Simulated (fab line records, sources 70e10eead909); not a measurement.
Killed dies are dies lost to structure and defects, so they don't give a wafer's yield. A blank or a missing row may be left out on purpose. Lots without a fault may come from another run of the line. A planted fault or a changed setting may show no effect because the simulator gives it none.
One fault seen from 2 desks | flow nand_harc | each desk has only its own numbers; what lay behind them comes last

THE METROLOGY DESK
What the gauges read, lot by lot, whatever tool the lot ran on: means of the sampled wafers that have a number. A lot is out of limits, marked OUT, if its mean lies more than 4 standard deviations from the usual mean; the brackets give that distance.
Columns: A = cd_nm at NHARC_THIN_TSV_CD_MEAS_33, usual 5000.1 nm
lot  | first seen here | A
L693 | day 24 10:25    | 4999.5
L694 | day 25 14:54    | 5002.1
L696 | day 25 16:05    | 4996.9
L695 | day 25 17:32    | 4998.7
L697 | day 25 18:47    | 5001.2
L698 | day 26 06:42    | 4998.7
L699 | day 26 19:37    | 4999.9
L700 | day 27 18:16    | 5000.6
L701 | day 28 00:10    | 4997.3
L706 | day 29 23:11    | 4998.0
L709 | day 31 04:59    | 5000.2
L712 | day 31 23:44    | 5001.5
L714 | day 32 17:43    | 5001.1
L715 | day 34 03:37    | 5001.3
This desk's finding: nothing out of limits on any of the 14 lots.

THE TOOL OWNER'S DESK: pecvd-04
The tool's own readings at NHARC_A_STAIRCASE_DEP_322 (deposits SiO2, target thk 7200 nm): means of the sampled wafers that have a number, for each lot that ran on this tool. A lot is out of limits, marked OUT, if its mean lies more than 4 standard deviations from the usual mean; the brackets give that distance.
Columns: A = heater_power_w at NHARC_A_STAIRCASE_DEP_322, usual 611 W
lot  | first seen here | A
L693 | day 18 11:08    | 614
L695 | day 18 23:44    | 608
L701 | day 22 05:52    | 597
L706 | day 24 05:46    | 602
L709 | day 25 04:10    | 563
L715 | day 28 04:46    | 551
This desk's finding: nothing out of limits on any of the 6 lots.

PUT TOGETHER
The metrology desk saw nothing out of limits.
The tool owner's desk saw nothing out of limits.

WHAT THE SIMULATOR HAD PUT IN
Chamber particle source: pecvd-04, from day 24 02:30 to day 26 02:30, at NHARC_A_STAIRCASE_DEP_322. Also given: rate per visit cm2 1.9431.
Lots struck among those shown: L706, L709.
